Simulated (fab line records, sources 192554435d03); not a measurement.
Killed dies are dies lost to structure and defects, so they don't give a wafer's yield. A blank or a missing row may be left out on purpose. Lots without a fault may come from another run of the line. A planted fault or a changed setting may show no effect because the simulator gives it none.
fab line records | flow n5_finfet
record lots=11 wafers=33 last_day=17
route steps=1938 shown BEOL_M13@1696 PASSIVATION@1916
lots that met no fault: from a run of the same line without faults
start_h: hours from the record's first day to the start of the lot's first wafer shown | wait_h: hours since the lot's step before | " the same as in the row above | L1.1+2: a row that stands for several wafers | - no value, or no start given | * or withheld: withheld | < > ~ a bound
route shown NAME@n: a module of which the file shows steps, and the number in the route of the first | usual: mean/standard deviation of fault-free wafers | same: alike in all rows | chamber/n: place in a boat | sites: the reading at each site | _std_site: their standard deviation | _edge_site: outer sites' mean less inner sites' | radius_mm: how far each site lies from the wafer's centre | mask NAME#n: copy n | behind: the tool/chamber that last shaped the wafer | hold: why the lot was held/for how many hours/how that ended | device: the transistor (n, p or np) that didn't switch | end of line: the same wafers' tests at the end of the route | a step without rows: its recipe alone | killed: dies lost to structure and defects at the first sort, not the wafer's yield | map: a wafer's dies, x killed, . not, _ none there
set.NAME: the setting as run; set.NAME@STEP: as run at that earlier step | model.NAME: the simulator's own value behind a step, which no gauge read
steps of the route over a sample of lots; a table a step, a row a wafer
services: from which hour (start_h, from the record's first day; less than 0 if before it) a tool's chamber was out of use, for how many hours, and why
## steps
# step N5_BEOL_M13_TRENCH_ETCH_34
# recipe chemistry=C4F8/O2/Ar target=SiOC target_depth_a=4134.7 mask_material=SOC pressure_mtorr=30 source_w=3000 bias_w=700 Ar_flow_sccm=400 C4F8_flow_sccm=15 O2_flow_sccm=8 he_inner_torr=15 he_outer_torr=30 time_s=162.6 ion_energy_ev=250
# usual drypump_motor_current_A=5.9/0.37 he_outer_torr=30.00/0.057 oes_product_au=0.81/0.087 rf_vpp_V=666/3.1 showerhead_plenum_p_Torr=3.44/0.11 throttle_valve_pct=24.20/0.18
# columns lot.wafer tool chamber start_h wait_h drypump_motor_current_A he_outer_torr oes_product_au rf_hours_counter_h rf_vpp_V showerhead_plenum_p_Torr throttle_valve_pct
L453.1 rie_diel-01 1 242.16 0.0 5.9 29.89 1.01 2 664 3.36 24.52
L453.3 " 0 " " 5.1 30.04 0.87 53 664 3.33 24.22
L453.5 " 1 " " 5.9 29.94 1.02 - 665 3.36 24.51
L455.1 rie_diel-06 3 247.57 0.0 6.5 29.99 0.70 224 669 3.47 24.12
L455.2 " 1 " " 6.0 29.99 0.71 167 669 3.55 24.26
L455.3 " 2 " " 5.9 30.00 0.77 119 670 3.58 24.35
L457.1 rie_diel-06 2 259.10 0.0 5.9 29.93 0.77 123 669 3.58 24.37
L457.5 " 2 " " 5.9 29.98 0.76 - 669 3.58 24.35
L457.6 " 3 " " 6.4 29.97 0.70 - 668 3.47 24.13
L459.2 rie_diel-01 3 280.07 0.0 6.2 30.05 0.80 87 671 3.58 24.20
L459.3 " 1 " " 5.9 30.01 0.96 13 665 3.35 24.52
L459.6 " 1 " " 5.9 29.93 0.97 - 664 3.35 24.55
L463.1 rie_diel-06 3 287.69 0.0 6.5 30.06 0.68 239 668 3.47 24.14
L463.5 " 1 " " 6.0 29.91 0.70 - 668 3.54 24.28
L463.6 " 2 " " 5.9 29.97 0.76 - 670 3.57 24.37
L464.1 rie_diel-06 3 315.41 0.0 6.4 30.10 0.69 248 669 3.46 24.15
L464.4 " 2 " " 5.9 29.89 0.75 - 669 3.57 24.38
L464.6 " 1 " " 6.1 30.04 0.70 - 668 3.53 24.29
L466.1 rie_diel-06 2 317.05 0.0 5.9 30.07 0.75 143 670 3.57 24.38
L466.3 " 3 " " 6.5 29.95 0.68 249 668 3.46 24.15
L466.5 " 3 " " 6.5 30.05 0.68 - 667 3.46 24.14
L470.4 rie_diel-02 0 338.15 0.0 5.6 30.05 0.93 18 672 3.65 23.88
L470.5 " 3 " " 5.6 29.97 0.87 - 668 3.45 24.06
L470.6 " 2 " " 5.9 29.99 0.77 - 663 3.28 23.96
L471.1 rie_diel-02 2 346.55 0.0 6.0 29.97 0.77 128 661 3.28 23.94
L471.2 " 3 " " 5.5 29.98 0.86 45 667 3.45 24.07
L471.4 " 0 " " 5.7 30.04 0.94 20 673 3.65 23.89
L473.4 rie_diel-02 1 354.31 0.1 6.3 30.03 0.86 - 663 3.36 24.21
L473.5 " 3 " " 5.6 29.90 0.86 - 667 3.44 24.06
L473.6 " 2 " " 6.0 29.80 0.77 - 662 3.28 23.96
L474.1 rie_diel-02 3 363.66 0.0 5.5 29.96 0.85 51 668 3.44 24.06
L474.3 " 2 " " 5.9 29.99 0.77 134 663 3.28 23.96
L474.6 " 2 " " 6.0 30.01 0.77 - 664 3.28 23.96
# step N5_PASSIVATION_PECVD_35
# recipe material=SiNx target_thk_a=7000 temp_c=400 precursor=SiH4/NH3/N2 pressure_torr=4.9 rf_w=1406 time_s=151.3
# usual heater_power_outer_w=166/52 heater_power_w=371/76 showerhead_plenum_p_Torr=8.66/0.078 throttle_valve_pct=28.9/1.6
# columns lot.wafer tool chamber start_h wait_h heater_power_outer_w heater_power_w showerhead_plenum_p_Torr throttle_valve_pct
L453.1 pecvd-01 2 270.41 0.1 190 338 8.70 28.2
L453.3 " 0 " " 272 480 8.71 30.1
L453.5 " 2 " " 207 364 8.68 28.2
L455.1 pecvd-03 0 273.81 0.1 250 474 8.76 30.0
L455.2 " 1 " " 173 419 8.58 27.9
L455.3 " 2 " " 190 480 8.66 28.2
L457.1 pecvd-04 2 284.66 0.1 145 359 8.69 28.3
L457.5 " 1 " " 150 338 8.68 31.7
L457.6 " 2 " " 168 397 8.68 28.2
L459.2 pecvd-03 2 301.58 0.1 188 479 8.67 28.3
L459.3 " 0 " " 200 369 8.78 30.3
L459.6 " 1 " " 161 412 8.60 27.7
L463.1 pecvd-04 0 315.23 0.1 148 389 8.63 30.7
L463.5 " 2 " " 173 393 8.65 28.2
L463.6 " 0 " " 173 415 8.64 30.7
L464.1 pecvd-01 0 343.63 0.1 270 463 8.76 29.9
L464.4 " 2 " " 193 340 8.69 28.8
L464.6 " 0 " " 286 508 8.75 30.1
L466.1 pecvd-04 0 344.67 0.1 121 354 8.64 30.6
L466.3 " 1 " " 110 283 8.68 31.7
L466.5 " 0 " " 153 393 8.65 30.7
L470.4 pecvd-04 1 373.15 0.1 144 326 8.67 31.5
L470.5 " 0 " " 193 456 8.63 30.4
L470.6 " 2 " " 82 276 8.68 28.4
L471.1 pecvd-01 2 379.29 0.1 198 357 8.68 28.2
L471.2 " 0 " " 273 487 8.73 30.6
L471.4 " 0 " " 171 349 8.74 29.8
L473.4 pecvd-01 2 388.74 0.1 178 332 8.72 28.5
L473.5 " 0 " " 258 462 8.72 29.9
L473.6 " 1 " " 144 310 8.51 26.7
L474.1 pecvd-03 2 394.62 0.1 218 505 8.69 28.7
L474.3 " 0 " " 267 472 8.80 30.8
L474.6 " 0 " " 151 328 8.77 31.0
# step N5_PASSIVATION_PASS_ETCH_47
# recipe chemistry=CF4/O2 target=SiNx target_depth_a=7700 time_s=385 ion_energy_ev=100 pressure_mtorr=40 source_w=535 bias_w=49 Ar_flow_sccm=100 cf4_flow_sccm=100 O2_flow_sccm=10
# usual drypump_motor_current_A=5.8/0.47 oes_product_au=0.83/0.076 rf_vpp_V=242/5.4 showerhead_plenum_p_Torr=2.19/0.065 throttle_valve_pct=15.76/0.2
# columns lot.wafer tool chamber start_h wait_h drypump_motor_current_A oes_product_au rf_hours_counter_h rf_vpp_V showerhead_plenum_p_Torr throttle_valve_pct
L453.1 rie_diel-04 0 271.09 0.0 5.7 0.88 42 246 2.16 15.95
L453.3 " 2 " " 5.9 0.92 25 243 2.34 15.44
L453.5 " 1 " " 6.4 0.83 - 245 2.31 15.99
L455.1 rie_diel-05 3 274.60 0.0 5.6 0.70 233 249 2.26 16.13
L455.2 " 0 " " 5.5 0.82 80 246 2.23 15.42
L455.3 " 2 " " 5.2 0.75 148 238 2.13 15.62
L457.1 rie_diel-04 3 285.22 0.0 6.0 0.96 4 239 2.25 15.76
L457.5 " 0 " " 5.7 0.88 - 246 2.16 15.97
L457.6 " 3 " " 5.9 0.97 - 239 2.25 15.77
L459.2 rie_diel-04 3 302.26 0.0 5.9 0.96 8 240 2.25 15.77
L459.3 " 0 " " 5.7 0.87 53 245 2.16 15.97
L459.6 " 2 " " 5.9 0.90 - 243 2.34 15.45
L463.1 rie_diel-05 0 315.78 0.0 5.5 0.80 98 246 2.23 15.44
L463.5 " 1 " " 5.8 0.84 - 236 2.15 15.88
L463.6 " 0 " " 5.5 0.81 - 247 2.23 15.45
L464.1 rie_diel-03 1 344.31 0.0 5.1 0.90 26 242 2.16 15.57
L464.4 " 2 " " 6.6 0.77 115 247 2.14 15.77
L464.6 " 1 " " 5.1 0.89 - 244 2.16 15.58
L466.1 rie_diel-05 2 345.35 0.0 5.1 0.74 172 239 2.12 15.67
L466.3 " 1 " " 5.8 0.82 77 236 2.15 15.92
L466.5 " 0 " " 5.5 0.79 - 244 2.22 15.47
L470.4 rie_diel-04 0 373.69 0.0 5.7 0.84 76 244 2.15 16.05
L470.5 " 0 " " 5.7 0.84 - 244 2.15 16.01
L470.6 " 3 " " 5.9 0.89 - 237 2.24 15.82
L471.1 rie_diel-03 3 380.10 0.0 6.2 0.93 21 226 2.16 15.63
L471.2 " 1 " " 5.1 0.88 38 243 2.16 15.61
L471.4 " 0 " " 5.8 0.79 108 240 2.13 15.90
L473.4 rie_diel-04 2 389.24 0.0 5.9 0.85 66 242 2.33 15.49
L473.5 " 1 " " 6.4 0.79 - 245 2.30 16.07
L473.6 " 0 " " 5.7 0.83 - 244 2.15 16.03
L474.1 rie_diel-03 1 395.28 0.0 5.1 0.87 43 243 2.16 15.63
L474.3 " 0 " " 5.8 0.78 114 237 2.13 15.91
L474.6 " 0 " " 5.8 0.78 - 240 2.13 15.91
# step N5_PASSIVATION_PROBE_49
# usual defect_limited_yield=91.4/1.6 killed_at_M0_to_M3=34/10 killed_at_M4_up=12/4.8 killed_at_contacts=11/6.2 killed_at_front_end=39/13 killed_at_other=4/3.1 killed_dies=101/19 killed_on_rim=13/4.1 killed_open=67/14 killed_short=32/8.3 sort_bin_5_function=5.0/1 sort_bin_6_memory=3.2/0.76 sort_bin_8_speed=0.00/0.026 sort_n_pass=1079/19 sort_yield_pct=91.4/1.6
# same gross_dies=1180 killed_at_back_side=0 sort_bin_4_leakage[%]=0
# columns lot.wafer tool chamber start_h wait_h defect_limited_yield[%] killed_at_M0_to_M3 killed_at_M4_up killed_at_contacts killed_at_front_end killed_at_other killed_dies killed_on_rim killed_open killed_short sort_bin_5_function[%] sort_bin_6_memory[%] sort_bin_8_speed[%] sort_n_pass sort_yield_pct[%]
L453.1 prober-01 - 274.50 0.0 89.2 46 18 7 55 1 127 13 81 46 5.8 4.8 0 1053 89.2
L453.3 prober-01 - 274.60 0.1 89.4 33 17 17 57 1 125 12 75 46 5.8 4.2 0 1055 89.4
L453.5 prober-01 - 274.70 0.2 90.8 32 19 12 45 0 108 12 66 41 5.5 3.4 0 1072 90.8
L455.1 prober-01 - 277.61 0.0 93.6 25 10 13 27 1 76 11 52 21 2.8 3.4 0 1104 93.6
L455.2 prober-01 - 277.66 0.1 93.4 32 10 9 23 4 78 7 49 26 3.8 2.4 0.25 1099 93.1
L455.3 prober-01 - 277.71 0.1 91.6 26 13 10 42 8 99 15 68 28 5.5 2.5 0 1081 91.6
L457.1 prober-02 - 288.24 0.0 91.4 50 6 7 33 6 102 9 67 34 5.2 2.9 0 1078 91.4
L457.5 prober-02 - 288.44 0.2 89.0 29 9 15 72 5 130 14 87 42 6.6 4.2 0 1050 89.0
L457.6 prober-02 - 288.49 0.3 91.8 38 13 10 34 2 97 13 67 29 4.6 3.6 0 1083 91.8
L459.2 prober-02 - 305.33 0.1 89.9 35 11 11 57 5 119 22 84 33 5.3 4.3 0 1061 89.9
L459.3 prober-02 - 305.38 0.1 87.8 37 13 23 67 4 144 22 102 38 6.5 5.3 0 1036 87.8
L459.6 prober-02 - 305.53 0.3 88.8 28 9 12 82 1 132 22 99 32 6.6 4.5 0 1048 88.8
L463.1 prober-01 - 319.20 0.0 93.3 12 12 16 30 9 79 11 57 20 4.0 2.5 0 1101 93.3
L463.5 prober-01 - 319.40 0.2 94.2 25 8 15 19 1 68 9 40 26 3.6 1.9 0 1112 94.2
L463.6 prober-01 - 319.45 0.3 91.6 33 15 3 38 10 99 12 65 33 4.4 3.7 0 1081 91.6
L464.1 prober-01 - 347.33 0.0 91.2 34 16 16 33 5 104 14 73 30 5.3 3.3 0 1076 91.2
L464.4 prober-01 - 347.48 0.2 80.1 33 149 15 32 6 235 22 68 31 12.5 4.1 0 945 80.1
L464.6 prober-01 - 347.58 0.3 89.2 46 7 19 47 8 127 19 90 36 6.4 4.1 0 1053 89.2
L466.1 prober-01 - 349.35 0.1 79.7 25 142 6 62 4 239 32 82 32 12.7 4.4 0 941 79.7
L466.3 prober-01 - 349.45 0.2 88.3 31 21 15 68 3 138 17 90 46 6.4 4.7 0 1042 88.3
L466.5 prober-01 - 349.55 0.3 88.2 37 21 8 70 3 139 13 111 26 6.9 4.5 0 1041 88.2
L470.4 prober-02 - 376.87 0.2 90.4 48 5 18 39 3 113 9 75 36 5.8 3.5 0 1067 90.4
L470.5 prober-02 - 376.92 0.2 90.7 45 17 14 26 8 110 15 80 28 5.6 3.4 0 1070 90.7
L470.6 prober-02 - 376.97 0.3 89.7 50 6 20 40 5 121 20 80 41 6.3 3.5 0 1059 89.7
L471.1 prober-02 - 383.11 0.0 91.4 21 28 10 39 3 101 11 65 35 4.9 3.3 0 1079 91.4
L471.2 prober-02 - 383.16 0.1 91.4 32 14 6 48 1 101 9 64 37 6.0 2.3 0 1079 91.4
L471.4 prober-02 - 383.26 0.2 89.3 34 18 14 45 15 126 19 83 42 6.1 4.2 0 1054 89.3
L473.4 prober-02 - 392.51 0.2 89.0 29 18 21 59 3 130 14 84 46 5.7 4.9 0 1050 89.0
L473.5 prober-02 - 392.56 0.2 93.5 17 14 7 38 1 77 9 52 23 4.1 2.4 0 1103 93.5
L473.6 prober-02 - 392.61 0.3 92.5 18 9 19 39 3 88 11 50 37 4.2 2.8 0 1092 92.5
L474.1 prober-01 - 398.43 0.0 93.2 30 7 8 32 3 80 3 56 19 4.1 2.1 0 1100 93.2
L474.3 prober-01 - 398.53 0.1 89.9 57 11 13 27 11 119 16 66 50 6.3 3.2 0 1061 89.9
L474.6 prober-01 - 398.68 0.3 93.4 27 11 10 29 1 78 13 55 23 3.4 2.9 0 1102 93.4
# killed by level:class
L453.1 BEOL_M0_SAQP:geometric_particle:short=18 FIN_SAQP:geometric_particle:short=13 FIN_SAQP:geometric_particle:open=12 BEOL_M2:geometric_particle:open=11 BEOL_M0_SAQP:geometric_particle:open=8 ILD0:geometric_particle:open=7 DUMMY_GATE:geometric_particle:open=6 BEOL_M4:geometric_particle:open=6
L453.3 BEOL_M0_SAQP:geometric_particle:short=17 MOL_CONTACT_COAG:geometric_particle:open=15 FIN_SAQP:geometric_particle:open=13 FIN_SAQP:geometric_particle:short=12 BEOL_M4:geometric_particle:open=8 BEOL_M0_SAQP:geometric_particle:open=8 DUMMY_GATE:geometric_particle:open=7 GATE_CUT:geometric_particle:short=7
L453.5 BEOL_M0_SAQP:geometric_particle:open=15 FIN_SAQP:geometric_particle:short=14 FIN_SAQP:geometric_particle:open=12 BEOL_M4:geometric_particle:open=12 BEOL_M0_SAQP:geometric_particle:short=10 MOL_CONTACT_COAG:geometric_particle:open=9 DUMMY_GATE:geometric_particle:open=6 STARTING-WAFER:geometric_particle:short=4
L455.1 MOL_CONTACT_COAG:geometric_particle:open=13 BEOL_M0_SAQP:geometric_particle:short=8 GATE_CUT:geometric_particle:short=6 BEOL_M1:geometric_particle:open=6 BEOL_M0_SAQP:geometric_particle:open=5 STARTING-WAFER:geometric_particle:open=5 DUMMY_GATE:geometric_particle:open=4 GATE_CUT:geometric_particle:open=4
L455.2 BEOL_M0_SAQP:geometric_particle:short=9 MOL_CONTACT_COAG:geometric_particle:open=8 BEOL_M1:geometric_particle:open=5 STI_FIN_REVEAL:geometric_particle:open=4 BEOL_M0_SAQP:geometric_particle:open=4 BEOL_M3:geometric_particle:open=4 FIN_SAQP:geometric_particle:open=3 DUMMY_GATE:geometric_particle:open=3
L455.3 STI_FIN_REVEAL:geometric_particle:open=16 MOL_CONTACT_COAG:geometric_particle:open=8 BEOL_M0_SAQP:geometric_particle:open=8 DUMMY_GATE:geometric_particle:open=6 BEOL_M0_SAQP:geometric_particle:short=6 BEOL_M1:geometric_particle:open=5 FIN_SAQP:geometric_particle:open=4 FIN_SAQP:geometric_particle:short=4
L457.1 BEOL_M0_SAQP:geometric_particle:short=13 BEOL_M2:geometric_particle:open=12 BEOL_M0_SAQP:geometric_particle:open=8 STI_FIN_REVEAL:geometric_particle:open=7 MOL_CONTACT_COAG:geometric_particle:open=7 BEOL_M1:geometric_particle:open=6 FIN_SAQP:geometric_particle:open=5 FIN_SAQP:geometric_particle:short=5
L457.5 FIN_SAQP:geometric_particle:open=27 MOL_CONTACT_COAG:geometric_particle:open=10 BEOL_M0_SAQP:geometric_particle:short=9 FIN_SAQP:geometric_particle:short=8 DUMMY_GATE:geometric_particle:open=7 STI_FIN_REVEAL:geometric_particle:open=6 GATE_CUT:geometric_particle:open=6 GATE_CUT:geometric_particle:short=5
L457.6 BEOL_M0_SAQP:geometric_particle:open=13 BEOL_M2:geometric_particle:open=10 STI_FIN_REVEAL:geometric_particle:open=9 BEOL_M0_SAQP:geometric_particle:short=8 MOL_CONTACT_COAG:geometric_particle:open=6 BEOL_M7:geometric_particle:open=5 FIN_SAQP:geometric_particle:short=4 FIN_SAQP:geometric_particle:open=4
L459.2 STI_FIN_REVEAL:geometric_particle:open=29 BEOL_M0_SAQP:geometric_particle:short=12 MOL_CONTACT_COAG:geometric_particle:open=9 BEOL_M0_SAQP:geometric_particle:open=9 STI_FIN_REVEAL:geometric_particle:short=7 BEOL_M1:geometric_particle:open=7 FIN_SAQP:geometric_particle:open=6 FIN_SAQP:geometric_particle:short=4
L459.3 STI_FIN_REVEAL:geometric_particle:open=21 MOL_CONTACT_COAG:geometric_particle:open=18 FIN_SAQP:geometric_particle:open=14 FIN_SAQP:geometric_particle:short=11 BEOL_M1:geometric_particle:open=10 BEOL_M0_SAQP:geometric_particle:short=9 BEOL_M0_SAQP:geometric_particle:open=8 BEOL_M4:geometric_particle:open=7
L459.6 STI_FIN_REVEAL:geometric_particle:open=48 MOL_CONTACT_COAG:geometric_particle:open=9 FIN_SAQP:geometric_particle:open=8 FIN_SAQP:geometric_particle:short=7 BEOL_M0_SAQP:geometric_particle:short=7 STI_FIN_REVEAL:geometric_particle:short=5 BEOL_M2:geometric_particle:open=5 BEOL_M0_SAQP:geometric_particle:open=5
L463.1 MOL_CONTACT_COAG:geometric_particle:open=14 STI_FIN_REVEAL:geometric_particle:open=10 BEOL_M4:geometric_particle:open=6 STARTING-WAFER:geometric_particle:open=5 BEOL_M0_SAQP:geometric_particle:open=4 BEOL_M0:geometric_particle:open=4 STARTING-WAFER:geometric_particle:short=4 FIN_SAQP:geometric_particle:short=3
L463.5 MOL_CONTACT_COAG:geometric_particle:open=12 GATE_CUT:geometric_particle:short=5 BEOL_M0_SAQP:geometric_particle:open=4 BEOL_M0_SAQP:geometric_particle:short=4 BEOL_M0:geometric_particle:open=4 BEOL_M2:geometric_particle:open=4 BEOL_M4:geometric_particle:open=4 MOL_CONTACT_COAG:geometric_particle:short=3
L463.6 STI_FIN_REVEAL:geometric_particle:open=15 BEOL_M2:geometric_particle:open=10 BEOL_M2:geometric_particle:short=7 DUMMY_GATE:geometric_particle:open=4 GATE_CUT:geometric_particle:short=4 BEOL_M0_SAQP:geometric_particle:open=4 BEOL_M3:geometric_particle:open=4 BEOL_M5:geometric_particle:open=4
L464.1 STI_FIN_REVEAL:geometric_particle:open=12 MOL_CONTACT_COAG:geometric_particle:open=12 BEOL_M0_SAQP:geometric_particle:open=10 BEOL_M0_SAQP:geometric_particle:short=6 GATE_CUT:geometric_particle:short=5 BEOL_M2:geometric_particle:open=5 MOL_CONTACT_COAG:geometric_particle:short=4 BEOL_M3:geometric_particle:open=4
L464.4 BEOL_M13:unspecified=130 MOL_CONTACT_COAG:geometric_particle:open=13 STI_FIN_REVEAL:geometric_particle:open=9 BEOL_M4:geometric_particle:open=8 BEOL_M0_SAQP:geometric_particle:short=7 BEOL_M2:geometric_particle:open=7 FIN_SAQP:geometric_particle:short=6 FIN_SAQP:geometric_particle:open=5
L464.6 STI_FIN_REVEAL:geometric_particle:open=24 MOL_CONTACT_COAG:geometric_particle:open=18 BEOL_M3:geometric_particle:open=10 STI_FIN_REVEAL:geometric_particle:short=9 BEOL_M1:geometric_particle:open=9 BEOL_M0_SAQP:geometric_particle:short=5 BEOL_M1:geometric_particle:short=5 BEOL_M2:geometric_particle:open=5
L466.1 BEOL_M13:unspecified=125 STI_FIN_REVEAL:geometric_particle:open=21 DUMMY_GATE:geometric_particle:open=11 GATE_CUT:geometric_particle:short=8 BEOL_M0:geometric_particle:open=7 BEOL_M4:geometric_particle:open=7 FIN_SAQP:geometric_particle:open=5 MOL_CONTACT_COAG:geometric_particle:open=5
L466.3 STI_FIN_REVEAL:geometric_particle:open=29 BEOL_M4:geometric_particle:open=12 GATE_CUT:geometric_particle:short=11 MOL_CONTACT_COAG:geometric_particle:open=11 BEOL_M0_SAQP:geometric_particle:short=9 BEOL_M3:geometric_particle:open=7 BEOL_M0_SAQP:geometric_particle:open=7 ILD0:geometric_particle:open=6
L466.5 STI_FIN_REVEAL:geometric_particle:open=37 BEOL_M3:geometric_particle:open=13 BEOL_M4:geometric_particle:open=11 BEOL_M0_SAQP:geometric_particle:open=8 FIN_SAQP:geometric_particle:open=6 GATE_CUT:geometric_particle:open=5 BEOL_M1:geometric_particle:open=5 STI_FIN_REVEAL:geometric_particle:short=4
L470.4 MOL_CONTACT_COAG:geometric_particle:open=12 BEOL_M2:geometric_particle:open=12 STI_FIN_REVEAL:geometric_particle:open=9 BEOL_M3:geometric_particle:open=9 BEOL_M1:geometric_particle:short=7 GATE_CUT:geometric_particle:open=6 BEOL_M0_SAQP:geometric_particle:open=6 FIN_SAQP:geometric_particle:open=5
L470.5 MOL_CONTACT_COAG:geometric_particle:open=14 BEOL_M3:geometric_particle:open=11 BEOL_M0_SAQP:geometric_particle:open=10 STI_FIN_REVEAL:geometric_particle:open=7 BEOL_M1:geometric_particle:short=6 BEOL_M1:geometric_particle:open=5 PASS1_CAP:geometric_particle:short=5 FIN_SAQP:geometric_particle:open=4
L470.6 MOL_CONTACT_COAG:geometric_particle:open=16 FIN_SAQP:geometric_particle:open=14 BEOL_M3:geometric_particle:open=13 BEOL_M0_SAQP:geometric_particle:open=11 BEOL_M0_SAQP:geometric_particle:short=8 FIN_SAQP:geometric_particle:short=6 BEOL_M2:geometric_particle:open=6 MOL_CONTACT_COAG:geometric_particle:short=4
L471.1 BEOL_M4:geometric_particle:open=11 STI_FIN_REVEAL:geometric_particle:open=7 MOL_CONTACT_COAG:geometric_particle:open=7 FIN_SAQP:geometric_particle:short=6 FIN_SAQP:geometric_particle:open=5 BEOL_M5:geometric_particle:open=5 BEOL_M0_SAQP:geometric_particle:open=5 BEOL_M0_SAQP:geometric_particle:short=5
L471.2 FIN_SAQP:geometric_particle:open=13 STI_FIN_REVEAL:geometric_particle:open=13 BEOL_M4:geometric_particle:open=8 BEOL_M3:geometric_particle:open=6 BEOL_M2:geometric_particle:short=6 MOL_CONTACT_COAG:geometric_particle:open=5 BEOL_M1:geometric_particle:open=5 STI_FIN_REVEAL:geometric_particle:short=4
L471.4 STI_FIN_REVEAL:geometric_particle:open=11 BEOL_M3:geometric_particle:open=10 MOL_CONTACT_COAG:geometric_particle:open=10 BEOL_M4:geometric_particle:open=10 BEOL_M1:geometric_particle:open=9 FIN_SAQP:geometric_particle:open=8 BEOL_M0_SAQP:geometric_particle:short=6 STARTING-WAFER:geometric_particle:short=6
L473.4 MOL_CONTACT_COAG:geometric_particle:open=18 STI_FIN_REVEAL:geometric_particle:open=15 FIN_SAQP:geometric_particle:short=14 FIN_SAQP:geometric_particle:open=9 BEOL_M4:geometric_particle:open=9 BEOL_M2:geometric_particle:open=8 BEOL_M0_SAQP:geometric_particle:short=7 DUMMY_GATE:geometric_particle:open=6
L473.5 FIN_SAQP:geometric_particle:short=8 BEOL_M4:geometric_particle:open=7 FIN_SAQP:geometric_particle:open=6 MOL_CONTACT_COAG:geometric_particle:open=6 STI_FIN_REVEAL:geometric_particle:open=5 DUMMY_GATE:geometric_particle:open=5 GATE_CUT:geometric_particle:short=4 BEOL_M0_SAQP:geometric_particle:open=4
L473.6 MOL_CONTACT_COAG:geometric_particle:open=17 FIN_SAQP:geometric_particle:short=9 BEOL_M0_SAQP:geometric_particle:short=7 GATE_CUT:geometric_particle:short=6 BEOL_M1:geometric_particle:open=6 FIN_SAQP:geometric_particle:open=5 STI_FIN_REVEAL:geometric_particle:open=5 DUMMY_GATE:geometric_particle:open=4
L474.1 BEOL_M3:geometric_particle:open=10 FIN_SAQP:geometric_particle:open=6 MOL_CONTACT_COAG:geometric_particle:open=6 BEOL_M2:geometric_particle:open=5 FIN_SAQP:geometric_particle:short=5 GATE_CUT:geometric_particle:open=5 BEOL_M1:geometric_particle:open=5 BEOL_M0_SAQP:geometric_particle:short=4
L474.3 BEOL_M0_SAQP:geometric_particle:open=19 BEOL_M0_SAQP:geometric_particle:short=14 MOL_CONTACT_COAG:geometric_particle:open=12 BEOL_M2:geometric_particle:open=8 FIN_SAQP:geometric_particle:short=6 BEOL_M3:geometric_particle:open=6 PASS1_CAP:geometric_particle:short=6 GATE_CUT:geometric_particle:short=5
L474.6 MOL_CONTACT_COAG:geometric_particle:open=9 BEOL_M2:geometric_particle:open=9 STI_FIN_REVEAL:geometric_particle:open=7 BEOL_M0_SAQP:geometric_particle:short=6 BEOL_M0_SAQP:geometric_particle:open=6 BEOL_M4:geometric_particle:open=4 FIN_SAQP:geometric_particle:open=3 DUMMY_GATE:geometric_particle:open=3
## services
# columns tool chamber start_h hours kind
pecvd-03 0 237.48 20.3 repair
rie_diel-06 0 241.54 35.5 repair
pecvd-04 1 262.03 9.9 repair
rie_diel-05 1 269.99 15.2 repair
rie_diel-02 1 275.33 12.3 repair
rie_diel-01 - 291.01 0.8 repair
rie_diel-03 3 293.99 9.0 repair
rie_diel-04 3 294.36 5.3 repair
rie_diel-05 - 294.65 0.6 repair
pecvd-03 - 295.25 1.3 repair
rie_diel-05 2 295.50 9.8 repair
pecvd-04 - 306.98 1.1 repair
rie_diel-06 0 310.84 9.6 repair
rie_diel-03 2 317.61 2.5 repair
rie_diel-05 0 326.20 1.9 repair
rie_diel-05 3 332.91 4.5 repair
rie_diel-02 0 348.61 5.8 repair
rie_diel-05 3 350.53 1.5 repair
rie_diel-05 0 352.21 22.3 repair
pecvd-01 - 354.14 0.5 repair
rie_diel-01 0 375.74 13.6 repair
pecvd-04 - 385.32 0.9 repair
rie_diel-01 2 388.29 8.3 repair
rie_diel-02 3 389.99 6.1 repair
## key
first_sign step=N5_PASSIVATION_PROBE_49 reading=killed_at_M4_up direction=up sigmas=28 usual=12 struck=146
effect step=N5_PASSIVATION_PROBE_49 reading=defect_limited_yield direction=down sigmas=7.3 usual=91.4 struck=79.9
more_kills_born_at N5_BEOL_M13_TRENCH_ETCH_34@rie_diel-06=255
met_at N5_BEOL_M13_TRENCH_ETCH_34
struck_lots L464,L466
struck_wafers L464.4,L466.1
not_acting_at N5_PASSIVATION_PECVD_35,N5_PASSIVATION_PASS_ETCH_47
onset_between 287.69 315.41
fault kind=chamber_particle_source tool=rie_diel-06 chamber=2 onset_h=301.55 steps=N5_BEOL_M13_TRENCH_ETCH_34 rate_per_visit_cm2=1.3558 end_h=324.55
